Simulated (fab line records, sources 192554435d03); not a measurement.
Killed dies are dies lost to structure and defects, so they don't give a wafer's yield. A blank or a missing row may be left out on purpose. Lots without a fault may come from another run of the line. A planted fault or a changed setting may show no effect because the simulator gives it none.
One fault seen from 3 desks | flow n5_finfet | each desk has only its own numbers; what lay behind them comes last

THE TOOL OWNER'S DESK: rie_diel-03
The tool's own readings at N5_PASSIVATION_ETCH_54 (etches SiO2 in CHF3/O2, target depth 880 nm, time 440 s): means of the sampled wafers that have a number, for each lot that ran on this tool. A lot is out of limits, marked OUT, if its mean lies more than 4 standard deviations from the usual mean; the brackets give that distance.
Columns: A = bias_w at N5_PASSIVATION_ETCH_54, usual 170.0 W; B = drypump_motor_current_A at N5_PASSIVATION_ETCH_54, usual 5.5 A; C = oes_product_au at N5_PASSIVATION_ETCH_54, usual 0.84 a.u.; D = rf_vpp_V at N5_PASSIVATION_ETCH_54, usual 521 V; E = showerhead_plenum_p_Torr at N5_PASSIVATION_ETCH_54, usual 2.39 Torr; F = throttle_valve_pct at N5_PASSIVATION_ETCH_54, usual 18.79 %
lot  | first seen here | A               | B   | C    | D   | E    | F
L471 | day 13 13:52    | 170.1           | 5.9 | 0.84 | 527 | 2.37 | 18.68
L480 | day 16 09:28    | 177.6 (+14) OUT | 5.9 | 0.83 | 548 | 2.37 | 18.80
This desk's finding: out of limits on L480; first on L480, day 16 09:28 (bias_w at N5_PASSIVATION_ETCH_54). In limits: L471.

THE DEFECT DESK
What the inspections along the route counted, lot by lot: means of the sampled wafers that have a number. A lot is out of limits, marked OUT, if its mean lies more than 4 standard deviations from the usual mean; the brackets give that distance.
Columns: A = raw_defect_count at N5_PASSIVATION_INSPECT_67, usual 2.3
lot  | first seen here | A
L468 | day 13 10:08    | 1.3
L471 | day 13 13:34    | 2.0
L474 | day 14 15:48    | 2.7
L480 | day 16 09:11    | 1.0
L485 | day 17 02:58    | 3.0
This desk's finding: nothing out of limits on any of the 5 lots.

THE METROLOGY DESK
What the gauges read, lot by lot, whatever tool the lot ran on: means of the sampled wafers that have a number. A lot is out of limits, marked OUT, if its mean lies more than 4 standard deviations from the usual mean; the brackets give that distance.
Columns: A = cd_nm at N5_PASSIVATION_CD_MEAS_44, usual 39997 nm; B = PASS_OPEN_OVL at N5_PASSIVATION_OVL_MEAS_66, usual 2 nm
lot  | first seen here | A     | B
L468 | day 13 10:05    | 39998 | -3
L471 | day 13 13:31    | 39998 | -2
L474 | day 14 15:45    | 39990 | 0
L480 | day 16 09:07    | 39990 | 5
L485 | day 17 02:55    | 39994 | -2
This desk's finding: nothing out of limits on any of the 5 lots.

PUT TOGETHER
The tool owner's desk could have raised an alarm at day 16 09:28, on L480.
The defect desk saw nothing out of limits.
The metrology desk saw nothing out of limits.
The defect desk has L480 on record, within its limits.
The metrology desk has L480 on record, within its limits.
Of the lots named, all ran N5_PASSIVATION_ETCH_54 on rie_diel-03.

WHAT THE SIMULATOR HAD PUT IN
Process parameter drift: rie_diel-03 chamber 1, from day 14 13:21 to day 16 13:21, at N5_PASSIVATION_ETCH_54. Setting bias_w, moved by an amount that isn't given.
Lots struck among those shown: L480.
Hours from the fault's start to each desk's first reading out of limits: the tool owner's desk, 44.
